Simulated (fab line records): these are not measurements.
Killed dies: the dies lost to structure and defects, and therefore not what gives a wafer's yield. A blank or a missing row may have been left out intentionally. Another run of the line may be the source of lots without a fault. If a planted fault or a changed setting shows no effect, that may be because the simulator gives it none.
2 desks looking at one fault :: flow n5 finfet :: every desk sees just its own numbers, and what lay behind them comes last

## THE METROLOGY DESK
Means of the sampled wafers that have a number, per lot and without regard to the tool the lot ran on: this is what the gauges read. A lot is out of limits, marked OUT, if its mean lies more than 4 standard deviations from the usual mean; the brackets give that distance.
Columns: A = M10_RS at N5_BEOL_M10_RS_MEAS_57, usual 0.151 ohm/sq
lot: L779
first seen here: day 11 01:20
A: 0.147

lot: L778
first seen here: day 11 01:38
A: 0.153

lot: L780
first seen here: day 11 09:26
A: 0.152

lot: L783
first seen here: day 11 15:19
A: 0.157

lot: L781
first seen here: day 12 08:35
A: 0.147

lot: L782
first seen here: day 12 11:05
A: 0.156

lot: L784
first seen here: day 12 23:53
A: 0.155

lot: L792
first seen here: day 14 19:40
A: 0.154

lot: L798
first seen here: day 16 00:56
A: 0.154

lot: L801
first seen here: day 18 11:52
A: 0.150
This desk's verdict: no lot among the 10 shows anything out of limits.

## AT THE TOOL OWNER'S DESK: pecvd-04
The tool's own readings at N5_BEOL_M10_PECVD_70 (deposits SiO2 from TEOS/O2, target thk 20 nm, time 22.7 s): means of the sampled wafers that have a number, for each lot that ran on this tool. A lot is out of limits, marked OUT, if its mean lies more than 4 standard deviations from the usual mean; the brackets give that distance.
Columns: A = chamber pressure Torr at N5_BEOL_M10_PECVD_70, usual 5.501 Torr; B = heater power w at N5_BEOL_M10_PECVD_70, usual 723 W; C = showerhead plenum p Torr at N5_BEOL_M10_PECVD_70, usual 8.80 Torr; D = throttle valve pct at N5_BEOL_M10_PECVD_70, usual 22.8 %
lot: L779
first seen here: day 10 19:29
A: 5.517
B: 650
C: 8.75
D: 24.1

lot: L783
first seen here: day 11 05:52
A: 5.505
B: 708
C: 8.76
D: 24.3

lot: L792
first seen here: day 14 12:56
A: 5.511
B: 704
C: 8.82
D: 23.8

lot: L801
first seen here: day 18 01:57
A: 5.495
B: 715
C: 8.83
D: 23.6
This desk's verdict: no lot among the 4 shows anything out of limits.

## BROUGHT TOGETHER
Metrology desk: nothing out of limits seen.
The desk of the tool owner found nothing out of limits.

## WHAT WAS PUT IN BY THE SIMULATOR
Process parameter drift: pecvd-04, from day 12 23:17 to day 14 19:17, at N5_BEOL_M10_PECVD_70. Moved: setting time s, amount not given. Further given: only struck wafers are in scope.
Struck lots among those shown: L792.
